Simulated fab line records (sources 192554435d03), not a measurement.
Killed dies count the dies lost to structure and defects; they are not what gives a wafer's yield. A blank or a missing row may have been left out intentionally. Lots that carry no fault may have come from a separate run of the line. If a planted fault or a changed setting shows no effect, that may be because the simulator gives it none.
Split-lot study    flow n5Finfet    21 wafers read across 7 lots, on a route 1938 steps long

THE SPLIT ITSELF
At N5_BEOL_M5_ETCH_72 (etches underlayer in N2/H2, target depth 6.5 nm, time 5.2 s), the setting biasW was moved away from the recipe's 150 W on 9 of the 21 wafers read, by -16.7% to +15.6%. The other wafers ran this setting at the recipe's value.

The reading comes from the split's own step.

THE READING
rfVppV, in V, at N5_BEOL_M5_ETCH_72 (etches underlayer in N2/H2, target depth 6.5 nm, time 5.2 s). Typical for fault-free wafers on this fab line: 522.8 V, with standard deviation 2.9 V.

wafer   tool, chamber at the split  biasW as run, W  against the recipe  rfVppV, V  against lot-mates on the recipe
L074.1  rieDiel-06, 2               173.4            +15.6%              577.0      +52.4
L074.2  rieDiel-06, 1               150              recipe              524.6      -
L074.4  rieDiel-06, 0               173.4            +15.6%              575.7      +51.1
L081.3  rieDiel-03, 0               129.1            -13.9%              475.3      -48.1
L081.4  rieDiel-03, 1               129.1            -13.9%              471.2      -52.2
L081.6  rieDiel-03, 0               150              recipe              523.4      -
L083.1  rieDiel-03, 3               132.5            -11.7%              483.9      -37.3
L083.5  rieDiel-03, 0               132.5            -11.7%              483.2      -38.0
L083.6  rieDiel-03, 1               150              recipe              521.2      -
L092.1  rieDiel-06, 2               150              recipe              526.2      -
L092.3  rieDiel-06, 3               150              recipe              518.1      -
L092.4  rieDiel-06, 0               124.9            -16.7%              466.7      -55.5
L091.3  rieDiel-03, 0               150              recipe              524.8      -
L091.4  rieDiel-03, 2               150              recipe              522.6      -
L091.5  rieDiel-03, 0               150              recipe              522.5      -
L095.1  rieDiel-01, 1               163.6            +9.1%               553.3      +29.3
L095.3  rieDiel-01, 0               163.6            +9.1%               555.4      +31.4
L095.5  rieDiel-01, 3               150              recipe              524.0      -
L097.1  rieDiel-06, 1               150              recipe              524.6      -
L097.2  rieDiel-06, 0               150              recipe              524.2      -
L097.3  rieDiel-06, 2               150              recipe              527.7      -

THE FIT
A straight line over all 21 wafers: rfVppV changes by +3.45 V for each +1% of biasW; r = +1.00; the points scatter about the line by 2.2 V.
The same after taking each lot's own level away (the mean of its wafers on the recipe; 21 wafers): +3.37 V for each +1%; r = +1.00; scatter 2.1 V.
That fit puts the effect of the largest move of biasW on the reading at 56 V.
The span of the lots' own levels, 521.20 to 525.50 V, comes to 1.5 times the standard deviation stated above.
So the lot-to-lot level changes the slope little: the two slopes agree.
Check: with one of the wafers moved furthest among these (-16.7%) left out of the fit, the line predicts -56.9 V for it against its lot-mates. It came out at -55.5 V against them.
Tool readings at the split's step, against how far the setting was moved: etchRfOnTimeS r = -0.97; rfVppV r = +1.00.

ADDITIONAL SPLITS CARRIED BY THESE WAFERS
These wafers also went through other splits before the reading. Each is held against what the fit with the lots' levels taken away leaves over:
other split on the same wafers  wafers away from the commonest value  r with rfVppV (lot level and that fit taken away)
N5_BEOL_M4_COAT_67 spinRpm      8                                     -0.04
N5_BEOL_M4_EXPOSE_25 doseMj     7                                     +0.40
N5_BEOL_M4_ETCH_70 h2FlowSccm   6                                     +0.27

THE WHOLE CHAIN: every reading that the file lists as answering this split, in the file's order
step                what it does                                                 reading        change (the file's fit)               r (the file's)
N5_BEOL_M5_ETCH_72  etches underlayer in N2/H2, target depth 6.5 nm, time 5.2 s  etchRfOnTimeS  withheld for each +1% of the setting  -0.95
N5_BEOL_M5_ETCH_72  etches underlayer in N2/H2, target depth 6.5 nm, time 5.2 s  rfVppV         +3.36 V for each +1% of the setting   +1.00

THE FILE'S OWN FIT
rfVppV changes by +3.36 V for each +1% of biasW, r = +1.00.
